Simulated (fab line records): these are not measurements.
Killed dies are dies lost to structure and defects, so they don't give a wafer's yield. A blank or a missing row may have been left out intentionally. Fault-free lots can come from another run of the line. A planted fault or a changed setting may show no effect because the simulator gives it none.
A struck lot beside a sound one / flow n5 finfet / 17 steps out of a route of 1938
Sound: these wafers, L705.1, L705.3, L705.4. Wafers L721.1, L721.5 were the ones struck. The cause is given at the end.
Order at every step that has rows: each side's tool, ch and its chambers, its first start. Under that, the readings that differ: sound wafers / struck wafers / difference of the means / sigmas: that difference in standard deviations of wafers without a fault.
alike: readings whose means differ by less than 2 such deviations, and words and numbers that are the same on both sides. not compared: withheld readings, readings that some wafer has no value for, bounds like >300 that may hide the same value, and numbers for which the record gives no deviation and whose values overlap.
Wherever a step has rows on one side only, a row that says differs or no value, or a row with sigmas, the two part there. Numbers that have no deviation but don't overlap get no sigmas and don't part them. A reading missing from all wafers of one side parts the sides only when that side holds two or more wafers.

first, 4 steps without rows for these wafers: N5_BEOL_M7_HM_STRIP_39 (strips TiN in peroxide tin strip, target depth 25 nm, time 158 s); N5_BEOL_M7_SRD_40 (time 30 s); N5_BEOL_M7_PRECLEAN_42 (cleans in residue remover, time 60 s); N5_BEOL_M7_SRD_43 (time 30 s).
N5_BEOL_M7_CD_MEAS_35: target cd 40 nm.
  struck on cd sem-01, day 13 10:09; sound on cd sem-01, day 9 07:29
  alike: cd nm
then, 1 step without rows for these wafers: N5_BEOL_M7_CURE_75 (cures SiCOH lowk, time 120 s).
N5_BEOL_M7_DEGAS_44: time 60 s.
  struck on pvd sputter-01, day 13 11:01; sound on pvd sputter-01, day 9 08:13
  alike: heater power w
N5_BEOL_M7_PRE_CLEAN_45: time 30 s.
  struck on pvd sputter-01, day 13 11:04; sound on pvd sputter-01, day 9 08:16
  alike: heater power w
then, 1 step without rows for these wafers: N5_BEOL_M7_ALD_77 (deposits TaN, target thk 2 nm, pulse time 2 s, purge time 3 s).
N5_BEOL_M7_SURFACE_TREAT_79:
  struck on pvd sputter-01, day 13 11:38; sound on pvd sputter-01, day 9 08:52
  not compared: throttle valve pct
then, 1 step without rows for these wafers: N5_BEOL_M7_CVD_78 (deposits Co from CCTBA/H2, target thk 2 nm, time 142.3 s).
N5_BEOL_M7_SPUTTER_48: material Cu, target thk 10 nm, time 1.667 s.
  struck on pvd sputter-02, day 13 11:50; sound on pvd sputter-01, day 9 09:04
  alike: throttle valve pct
N5_BEOL_M7_ECD_50: material Cu, target thk 300 nm.
  sound on ecd cu-01 ch 0,1, day 9 09:11; struck on ecd cu-01 ch 0,1, day 13 11:56
reading=model.Cu_of_BEOL_M7_ECD_50.thk nm (nm); sound=303.6 297.6 301.4; struck=414.8 416; difference=+114.5; sigmas=
N5_BEOL_M7_ANNEAL_51: time 90 s.
  sound on rtp anneal-01 ch 0, day 9 09:28; struck on rtp anneal-02 ch 0, day 13 12:02
  alike: wafer_temp_C_max
N5_BEOL_M7_CMP_52: polishes, stops on SiCOH lowk, t overpolish 6.9 s, target thk 80 nm.
  sound on cmp-01 ch 1,2,3, day 9 09:46; struck on cmp-01 ch 2,3, day 13 12:28
reading=time to endpoint s (s); sound=62.6 62.8 66.4; struck=88.8 87.0; difference=+24.0; sigmas=+9
  alike: motor current A, platen rpm
N5_BEOL_M7_THK_MEAS_53: measures by xrf.
  struck on film metro-02, day 13 12:46; sound on film metro-01, day 9 10:04
  alike: M7_THK
-- a jump in the record: the struck wafers' starts before and after are 3 days apart (it breaks off in module BEOL_M7 and resumes in module PASSIVATION, where the first step shown is number 1936 of the route) --
N5_PASSIVATION_PROBE_49:
  rows exist in the record for the struck wafers here (prober-02, day 16 16:42), but not for the sound ones

== WHERE THEY PART ==
Last at N5_PASSIVATION_PROBE_49 as far as this record goes, first at N5_BEOL_M7_CMP_52.

WHY: what the simulator had put in
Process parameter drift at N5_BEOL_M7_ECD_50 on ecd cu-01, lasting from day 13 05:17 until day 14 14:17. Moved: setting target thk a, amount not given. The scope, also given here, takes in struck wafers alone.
